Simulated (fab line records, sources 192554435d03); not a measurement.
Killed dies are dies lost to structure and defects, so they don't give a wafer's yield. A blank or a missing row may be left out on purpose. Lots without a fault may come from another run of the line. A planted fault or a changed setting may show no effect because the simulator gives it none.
fab line records | flow n5_finfet
record lots=5 wafers=13 last_day=17
route steps=1938 shown BEOL_M1@831 BEOL_M2@841 BEOL_M4@1111 PASSIVATION@1936
lots that met no fault: from a run of the same line without faults
start_h: hours from the record's first day to the start of the lot's first wafer shown | wait_h: hours since the lot's step before | " the same as in the row above | L1.1+2: a row that stands for several wafers | - no value, or no start given | * or withheld: withheld | < > ~ a bound
route shown NAME@n: a module of which the file shows steps, and the number in the route of the first | usual: mean/standard deviation of fault-free wafers | same: alike in all rows | chamber/n: place in a boat | sites: the reading at each site | _std_site: their standard deviation | _edge_site: outer sites' mean less inner sites' | radius_mm: how far each site lies from the wafer's centre | mask NAME#n: copy n | behind: the tool/chamber that last shaped the wafer | hold: why the lot was held/for how many hours/how that ended | device: the transistor (n, p or np) that didn't switch | end of line: the same wafers' tests at the end of the route | a step without rows: its recipe alone | killed: dies lost to structure and defects at the first sort, not the wafer's yield | map: a wafer's dies, x killed, . not, _ none there
set.NAME: the setting as run; set.NAME@STEP: as run at that earlier step | model.NAME: the simulator's own value behind a step, which no gauge read
lots at some steps of the route; a table a step, a row a wafer
services: from which hour (start_h, from the record's first day; less than 0 if before it) a tool's chamber was out of use, for how many hours, and why
## steps
# step N5_BEOL_M1_ECD_50
# recipe material=Cu target_thk_a=3000
# step N5_BEOL_M1_ANNEAL_51
# recipe temp_c=225 time_s=90 ambient=N2
# step N5_BEOL_M1_CMP_52
# recipe stop_on=SiOC t_overpolish_s=6.8 down_force_psi=1 platen_rpm=50 clearing_platen_down_force_psi=1.5 clearing_platen_rpm=50 post_cmp_clean=cu_alkaline target_thk_nm=40 clearing_platen_pad_velocity_m_s=0.99484 pad_velocity_m_s=0.99484
# step N5_BEOL_M1_PRE_CLEAN_60
# recipe gas=NH3/H2 time_s=15 temp_c=* rf_power_w=300
# step N5_BEOL_M1_CO_CAP_55
# recipe material=Co target_thk_a=20 temp_c=200 precursor=CCTBA/H2 pressure_torr=30 time_s=102.1
# step N5_BEOL_M1_PRE_CLEAN_56
# recipe gas=NH3 time_s=15 temp_c=withheld rf_power_w=300
# step N5_BEOL_M1_DEP_57
# recipe material=SiCN target_thk_a=80 temp_c=withheld precursor=3MS/NH3 pressure_torr=3 rf_w=202 time_s=14
# step N5_BEOL_M2_ILD_DEP_00
# recipe material=SiOC target_thk_a=790 temp_c=350 precursor=DEMS/O2 pressure_torr=5 rf_w=500 time_s=15.3
# step N5_BEOL_M2_PECVD_72
# recipe material=SiO2 target_thk_a=160 temp_c=400 precursor=TEOS/O2 pressure_torr=5.5 rf_w=450 teos_flow_sccm=53.8 gas=O2 flow_sccm=3000 time_s=18
# usual heater_power_w=678/64 showerhead_plenum_p_Torr=8.79/0.06 throttle_valve_pct=22.6/1.1
# columns lot.wafer tool chamber start_h wait_h heater_power_w showerhead_plenum_p_Torr throttle_valve_pct model.SiO2_of_BEOL_M2_PECVD_72.thk_nm
L235.1 pecvd-04 1 189.25 0.0 675 8.84 22.5 16
L235.4 " 1 " " 683 8.81 22.4 16.2
L235.6 " 0 " " 725 8.88 22.9 16.2
L237.1 pecvd-04 0 207.07 0.0 716 8.88 23.1 12.2
L237.2 " 1 " " 660 8.82 22.7 12.4
L237.5 " 0 " " 700 8.88 23.3 16.4
L240.1 pecvd-04 0 217.70 0.0 753 8.87 23.2 12.4
L240.2 " 0 " " 746 8.88 23.3 12.2
L241.1 pecvd-04 0 221.82 0.0 669 8.87 23.2 12.2
L241.2 " 0 " " 669 8.91 23.3 12
L248.4 pecvd-03 1 270.88 0.1 651 8.73 24.0 16.6
L248.5 " 0 " " 734 8.82 24.0 16.4
L248.6 " 2 " " 762 8.80 20.9 16.2
# step N5_BEOL_M2_HM_DEP_02
# recipe material=TiN target_thk_a=200 temp_c=25 chamber_pressure_pa=0.49996
# step N5_BEOL_M2_COAT_61
# recipe resist=SOC temp_c=250 time_s=60 spin_rpm=1500 resist_thk_nm=60
# step N5_BEOL_M2_COAT_62
# recipe resist=SiARC temp_c=220 time_s=60 spin_rpm=1500 resist_thk_nm=12
# step N5_BEOL_M2_COAT_73
# recipe resist=underlayer temp_c=205 time_s=60 spin_rpm=1500 resist_thk_nm=5
# step N5_BEOL_M2_COAT_05
# recipe resist=CAR-EUV spin_rpm=1500 resist_thk_nm=30
# step N5_BEOL_M2_EBR_07
# recipe solvent=PGMEA ebr_width_mm=1.5
# step N5_BEOL_M2_SOFTBAKE_06
# recipe temp_c=110 time_s=60 resist=CAR-EUV
# step N5_BEOL_M2_EXPOSE_08
# recipe mask_id=M2 na=0.33 source_shape=dipole sigma_inner=0.369 sigma_outer=0.767 polarization=unpolarized dose_mj=41.25
# step N5_BEOL_M2_PEB_09
# recipe peb_temp_c=100 peb_time_s=60 resist=CAR-EUV
# step N5_BEOL_M2_DEVELOP_10
# recipe develop_time_s=30 developer=TMAH resist=CAR-EUV rinse_liquid=surfactant_rinse dry=air_spin dev_temp_c=23
# step N5_BEOL_M2_DESCUM_16
# recipe chemistry=O2 time_s=7 source_power_w=50 bias_power_w=20 pressure_mtorr=20 rf_frequency_hz=2.712e+07 temp_c=40 resist=CAR-EUV o2_flow_sccm=225
# step N5_BEOL_M2_ETCH_74
# recipe chemistry=N2/H2 target=underlayer target_depth_a=65 mask_material=CAR-EUV time_s=5.2 ion_energy_ev=200 pressure_mtorr=30 source_w=840 bias_w=150 n2_flow_sccm=200 h2_flow_sccm=200 ends=cleared
# step N5_BEOL_M2_ETCH_63
# recipe chemistry=CF4 target=SiARC target_depth_a=156 mask_material=CAR-EUV time_s=26 ion_energy_ev=80 pressure_mtorr=40 source_w=545 bias_w=36 Ar_flow_sccm=100 cf4_flow_sccm=100 ends=cleared
# step N5_BEOL_M2_ETCH_64
# recipe chemistry=N2/H2 target=SOC target_depth_a=750 overetch_a=225 mask_material=SiARC temp_c=40 time_s=121.9 ion_energy_ev=200 pressure_mtorr=30 source_w=840 bias_w=150 n2_flow_sccm=200 h2_flow_sccm=200
# step N5_BEOL_M2_STRIP_65
# recipe chemistry=N2/H2 temp_c=40 n2_flow_sccm=200 h2_flow_sccm=200 rf_frequency_hz=6e+07
# step N5_BEOL_M2_STRIP_75
# recipe chemistry=N2/H2 temp_c=40 n2_flow_sccm=200 h2_flow_sccm=200 rf_frequency_hz=6e+07
# step N5_BEOL_M2_STRIP_66
# recipe chemistry=CF4 resist=SiARC power_w=300 bias_power_w=75 pressure_mtorr=50 cf4_flow_sccm=150 rf_frequency_hz=6e+07
# step N5_BEOL_M2_HM_OPEN_17
# recipe chemistry=Cl2/BCl3 target_depth_a=200 overetch_a=60 target=TiN mask_material=SOC ion_energy_ev=150 pressure_mtorr=10 icp_w=1000 bias_w=126 Cl2_flow_sccm=53.25 bcl3_flow_sccm=21.75 Ar_flow_sccm=25
# step N5_BEOL_M2_STRIP_19
# recipe chemistry=O2 power_w=400 temp_c=40 pressure_mtorr=30 rf_frequency_hz=6e+07 bias_power_w=0 overash_fraction=0.2 o2_flow_sccm=225
# step N5_BEOL_M2_COAT_67
# recipe resist=SOC temp_c=250 time_s=60 spin_rpm=1500 resist_thk_nm=60
# step N5_BEOL_M2_COAT_68
# recipe resist=SiARC temp_c=220 time_s=60 spin_rpm=1500 resist_thk_nm=12
# step N5_BEOL_M2_COAT_76
# recipe resist=underlayer temp_c=205 time_s=60 spin_rpm=1500 resist_thk_nm=5
# step N5_BEOL_M2_COAT_22
# recipe resist=CAR-EUV spin_rpm=1500 resist_thk_nm=30
# step N5_BEOL_M2_EBR_24
# recipe solvent=PGMEA ebr_width_mm=1.5
# step N5_BEOL_M2_SOFTBAKE_23
# recipe temp_c=110 time_s=60 resist=CAR-EUV
# step N5_BEOL_M2_HM_STRIP_39
# recipe chemistry=peroxide_tin_strip material=TiN target_depth_a=250 temp_c=50 time_s=158
# columns lot.wafer tool chamber start_h wait_h model.SiO2_of_BEOL_M2_PECVD_72.thk_nm
L235.1 wet_bench-04 6 194.23 0.0 15.8
L235.4+6 " 4,7 " " 16
L237.1 wet_bench-05 6 212.54 0.0 12
L237.2 " 3 " " 12.2
L237.5 " 7 " " 16.2
L240.1+2 wet_bench-06 1,3 225.09 0.0 12.2
L241.1 wet_bench-05 7 233.62 0.0 12
L241.2 " 3 " " 11.8
L248.4 wet_bench-05 2 281.38 0.0 16.4
L248.5 " 5 " " 16.2
L248.6 " 0 " " 16
# step N5_BEOL_M2_CMP_52
# recipe stop_on=SiOC t_overpolish_s=6.8 down_force_psi=1 platen_rpm=50 clearing_platen_down_force_psi=1.5 clearing_platen_rpm=50 post_cmp_clean=cu_alkaline target_thk_nm=40 clearing_platen_pad_velocity_m_s=0.99484 pad_velocity_m_s=0.99484
# usual barrier_field_endpoint_s=25.0/0.71 motor_current_A=5.9/0.46 platen_rpm=50.00/0.032 retaining_ring_pressure_frac=1.000/0.0048
# columns lot.wafer tool chamber start_h wait_h barrier_field_endpoint_s motor_current_A platen_rpm retaining_ring_pressure_frac
L235.1 cmp-03 3 197.85 0.3 25.3 6.2 50.01 1.000
L235.4 " 0 " " 25.7 6.0 49.98 0.994
L235.6 " 2 " " 25.3 5.9 50.04 0.989
L237.1 cmp-02 3 216.17 0.3 19.7 5.7 50.02 0.998
L237.2 " 1 " " 20.7 6.2 49.95 1.005
L237.5 " 3 " " 24.8 5.3 50.04 1.002
L240.2 cmp-03 3 228.76 0.2 21.0 6.1 49.98 1.002
L240.1 " 1 " " 20.8 6.3 49.99 1.002
L241.2 cmp-02 0 237.87 0.3 19.8 5.3 50.00 0.998
L241.1 " 1 " " 19.8 6.2 49.96 1.007
L248.4 cmp-01 0 284.85 0.2 26.0 4.9 50.03 1.003
L248.6 " 2 " " 26.6 5.9 49.97 1.002
L248.5 " 3 " " 27.1 6.4 49.92 0.999
# step N5_BEOL_M4_RC_MEAS_101
# usual DIBL_N=36.5/1.8 DIBL_P=36.5/2.1 IOFF_N=0.17/0.031 IOFF_P=0.22/0.036 ION_N=677/11 ION_P=463/8 SS_N=71.6/0.61 SS_P=73.3/0.63 VT_N=249/3.1 VT_P=-250/3.3
# columns lot.wafer tool chamber start_h wait_h DIBL_N[mV/V] DIBL_P[mV/V] IOFF_N[nA/um] IOFF_P[nA/um] ION_N[uA/um] ION_P[uA/um] SS_N[mV/dec] SS_P[mV/dec] VT_N[mV] VT_P[mV]
L235.1 prober-01 0 219.75 0.0 38.3 39.2 0.22 0.29 689 474 72.2 74.2 244 -244
L235.4 " 0 " " 33.3 33.0 0.13 0.19 671 466 70.1 72.8 250 -251
L235.6 " 0 " " 34.6 34.4 0.15 0.21 672 467 71.2 72.5 251 -248
L237.1 prober-02 0 243.29 0.0 35.5 34.6 0.15 0.18 670 454 71.0 72.6 249 -249
L237.2 " 0 " " 39.4 39.3 0.24 0.26 686 463 72.3 74.0 243 -245
L237.5 " 0 " " 37.8 37.6 0.21 0.23 685 462 71.8 73.6 246 -249
L240.1 prober-01 0 252.62 0.0 36.0 36.4 0.15 0.22 666 460 71.2 73.4 252 -247
L240.2 " 0 " " 36.3 36.3 0.17 0.22 682 470 72.2 73.4 247 -248
L241.1 prober-01 0 264.95 0.0 37.3 38.1 0.18 0.22 677 459 71.7 73.4 247 -250
L241.2 " 0 " " 35.7 36.1 0.14 0.18 670 457 72.3 73.2 253 -253
L248.4 prober-02 0 313.24 0.5 37.9 38.7 0.20 0.28 678 472 71.8 73.9 244 -245
L248.5 " 0 " " 37.9 38.7 0.21 0.28 685 470 71.8 73.9 245 -244
L248.6 " 0 " " 39.4 40.0 0.22 0.30 688 477 72.4 74.3 244 -244
# step N5_PASSIVATION_PROBE_49
# usual defect_limited_yield=91.4/1.5 killed_at_M0_to_M3=35/11 killed_at_M4_up=16/7 killed_at_contacts=11/5.3 killed_at_front_end=37/11 killed_at_other=3.1/2.8 killed_dies=102/18 killed_open=69/15 killed_short=31/7.8 sort_bin_5_function=5.1/1.1 sort_bin_6_memory=3.2/0.69 sort_bin_8_speed=0.00/0.016 sort_n_pass=1078/18 sort_yield_pct=91.4/1.5
# same gross_dies=1180 killed_at_back_side=0 sort_bin_4_leakage[%]=0
# columns lot.wafer tool chamber start_h wait_h defect_limited_yield[%] killed_at_M0_to_M3 killed_at_M4_up killed_at_contacts killed_at_front_end killed_at_other killed_dies killed_open killed_short sort_bin_5_function[%] sort_bin_6_memory[%] sort_bin_8_speed[%] sort_n_pass sort_yield_pct[%]
L235.1 prober-01 - 318.85 0.0 92.9 21 13 13 36 1 84 56 25 4.4 2.1 0 1096 92.9
L235.4 prober-01 - 319.00 0.2 91.1 18 14 17 56 0 105 68 37 5.0 3.5 0 1075 91.1
L235.6 prober-01 - 319.10 0.3 93.5 17 12 12 36 0 77 51 22 3.6 2.7 0 1103 93.5
L237.1 prober-02 - 345.99 0.0 90.7 29 20 16 43 2 110 80 28 5.7 3.2 0 1070 90.7
L237.2 prober-02 - 346.04 0.1 92.9 28 17 18 21 0 84 53 31 4.1 2.7 0 1096 92.9
L237.5 prober-02 - 346.19 0.2 93.9 30 9 8 24 1 72 42 27 4.0 1.7 0 1108 93.9
L240.2 prober-01 - 356.65 0.1 89.1 45 14 2 59 9 129 83 46 7.7 3.0 0 1051 89.1
L241.1 prober-01 - 373.63 0.0 90.0 28 18 16 45 11 118 82 36 5.8 3.6 0 1062 90.0
L241.2 prober-01 - 373.68 0.1 89.2 48 14 16 48 2 128 82 45 6.4 4.0 0 1052 89.2
L248.4 prober-02 - 407.68 0.4 91.7 35 11 4 46 2 98 64 29 5.1 2.6 0 1082 91.7
L248.5 prober-02 - 407.73 0.4 91.4 38 15 7 39 3 102 72 30 5.1 3.1 0 1078 91.4
L248.6 prober-02 - 407.78 0.5 89.3 34 14 18 59 1 126 89 32 5.5 4.6 0 1054 89.3
# killed by level:class
L235.1 STI_FIN_REVEAL:geometric_particle:open=18 MOL_CONTACT_COAG:geometric_particle:open=10 BEOL_M0_SAQP:geometric_particle:short=6 BEOL_M4:geometric_particle:open=6 BEOL_M0_SAQP:geometric_particle:open=5 BEOL_M2:geometric_particle:open=5 FIN_SAQP:geometric_particle:short=3 STI_FIN_REVEAL:geometric_particle:short=3
L235.4 STI_FIN_REVEAL:geometric_particle:open=26 MOL_CONTACT_COAG:geometric_particle:open=11 FIN_SAQP:geometric_particle:short=8 BEOL_M0_SAQP:geometric_particle:open=7 MOL_CONTACT_COAG:geometric_particle:short=6 BEOL_M4:geometric_particle:open=6 STI_FIN_REVEAL:geometric_particle:short=5 FIN_SAQP:geometric_particle:open=4
L235.6 STI_FIN_REVEAL:geometric_particle:open=14 MOL_CONTACT_COAG:geometric_particle:open=11 BEOL_M0_SAQP:geometric_particle:short=5 BEOL_M4:geometric_particle:open=5 STARTING-WAFER:geometric_particle:short=5 STI_FIN_REVEAL:geometric_particle:short=4 BEOL_M1:geometric_particle:open=4 BEOL_M0_SAQP:geometric_particle:open=3
L237.1 MOL_CONTACT_COAG:geometric_particle:open=15 STI_FIN_REVEAL:geometric_particle:open=8 DUMMY_GATE:geometric_particle:open=8 BEOL_M2:geometric_particle:open=8 GATE_CUT:geometric_particle:open=6 BEOL_M0_SAQP:geometric_particle:open=6 BEOL_M4:geometric_particle:open=5 BEOL_M0_SAQP:geometric_particle:short=5
L237.2 MOL_CONTACT_COAG:geometric_particle:open=13 BEOL_M4:geometric_particle:open=8 BEOL_M0_SAQP:geometric_particle:short=7 BEOL_M0_SAQP:geometric_particle:open=6 MOL_CONTACT_COAG:geometric_particle:short=5 BEOL_M2:geometric_particle:open=5 STARTING-WAFER:geometric_particle:open=4 GATE_CUT:geometric_particle:open=3
L237.5 BEOL_M2:geometric_particle:open=12 BEOL_M0_SAQP:geometric_particle:short=7 MOL_CONTACT_COAG:geometric_particle:open=6 DUMMY_GATE:geometric_particle:open=5 BEOL_M0_SAQP:geometric_particle:open=4 GATE_CUT:geometric_particle:short=3 BEOL_M3:geometric_particle:short=3 BEOL_M4:geometric_particle:open=3
L240.2 FIN_SAQP:geometric_particle:open=18 FIN_SAQP:geometric_particle:short=14 BEOL_M0_SAQP:geometric_particle:short=11 BEOL_M0_SAQP:geometric_particle:open=11 STI_FIN_REVEAL:geometric_particle:open=7 DUMMY_GATE:geometric_particle:open=5 BEOL_M2:geometric_particle:open=5 BEOL_M3:geometric_particle:open=5
L241.1 FIN_SAQP:geometric_particle:open=13 MOL_CONTACT_COAG:geometric_particle:open=13 BEOL_M4:geometric_particle:open=8 FIN_SAQP:geometric_particle:short=7 BEOL_M2:geometric_particle:open=7 GATE_CUT:geometric_particle:open=6 GATE_CUT:geometric_particle:short=5 BEOL_M5:geometric_particle:open=5
L241.2 FIN_SAQP:geometric_particle:open=17 MOL_CONTACT_COAG:geometric_particle:open=12 BEOL_M0_SAQP:geometric_particle:open=10 BEOL_M2:geometric_particle:open=10 FIN_SAQP:geometric_particle:short=9 BEOL_M0_SAQP:geometric_particle:short=8 STI_FIN_REVEAL:geometric_particle:open=7 BEOL_M4:geometric_particle:open=7
L248.4 STI_FIN_REVEAL:geometric_particle:open=14 BEOL_M2:geometric_particle:open=11 BEOL_M0_SAQP:geometric_particle:short=6 BEOL_M1:geometric_particle:open=6 FIN_SAQP:geometric_particle:open=5 BEOL_M4:geometric_particle:open=5 HKMG_FIN:area_etch=5 FIN_SAQP:geometric_particle:short=4
L248.5 STI_FIN_REVEAL:geometric_particle:open=12 FIN_SAQP:geometric_particle:open=10 BEOL_M2:geometric_particle:open=10 BEOL_M1:geometric_particle:open=9 BEOL_M4:geometric_particle:open=7 FIN_SAQP:geometric_particle:short=6 BEOL_M0_SAQP:geometric_particle:short=6 MOL_CONTACT_COAG:geometric_particle:open=5
L248.6 STI_FIN_REVEAL:geometric_particle:open=19 MOL_CONTACT_COAG:geometric_particle:open=16 FIN_SAQP:geometric_particle:open=9 BEOL_M0_SAQP:geometric_particle:open=9 BEOL_M2:geometric_particle:open=8 BEOL_M1:geometric_particle:open=7 ILD0:geometric_particle:open=5 BEOL_M0_SAQP:geometric_particle:short=5
## services
# columns tool chamber start_h hours kind
pecvd-03 1 168.05 16.5 scheduled_down
cmp-03 - 181.91 3.1 repair
wet_bench-05 - 192.57 0.7 repair
pecvd-04 2 202.38 - clean
pecvd-04 2 202.38 - consumable_replace:showerhead
pecvd-04 2 202.38 29.0 scheduled_down
pecvd-04 2 202.38 29.0 vent_cycle
wet_bench-06 - 203.65 1.1 repair
pecvd-04 0 208.94 1.9 repair
pecvd-04 1 216.87 14.9 repair
cmp-01 - 217.11 4.0 pm
cmp-01 - 221.11 - consumable_replace:conditioner
cmp-01 - 221.11 - consumable_replace:pad
pecvd-04 - 222.72 0.5 repair
cmp-03 - 227.02 1.6 repair
cmp-02 - 231.24 1.0 repair
pecvd-03 1 236.93 4.2 repair
pecvd-04 1 258.55 5.0 scheduled_down
cmp-02 - 263.74 0.5 repair
pecvd-04 - 270.16 2.9 repair
cmp-01 - 278.69 4.5 pm
cmp-02 - 281.88 4.0 pm
pecvd-04 2 282.31 4.7 repair
## key
first_sign step=N5_BEOL_M2_CMP_52 reading=barrier_field_endpoint_s direction=down sigmas=6.6 usual=25.0 struck=20.3
effect none on later readings
model_effect step=N5_BEOL_M2_PECVD_72 value=SiO2_of_BEOL_M2_PECVD_72.thk_nm without=15.93 struck=12.23
model_effect step=N5_BEOL_M2_HM_STRIP_39 value=SiO2_of_BEOL_M2_PECVD_72.thk_nm without=15.8 struck=12.07
met_at N5_BEOL_M2_PECVD_72
struck_wafers L237.1,L237.2,L240.1,L240.2,L241.1,L241.2
onset_between 189.25 207.07
fault kind=process_parameter_drift tool=pecvd-04 chamber=- onset_h=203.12 steps=N5_BEOL_M2_PECVD_72 channel=time_s offset=* shape=step end_h=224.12 scope=struck_wafers_only acts_in=* stated=*
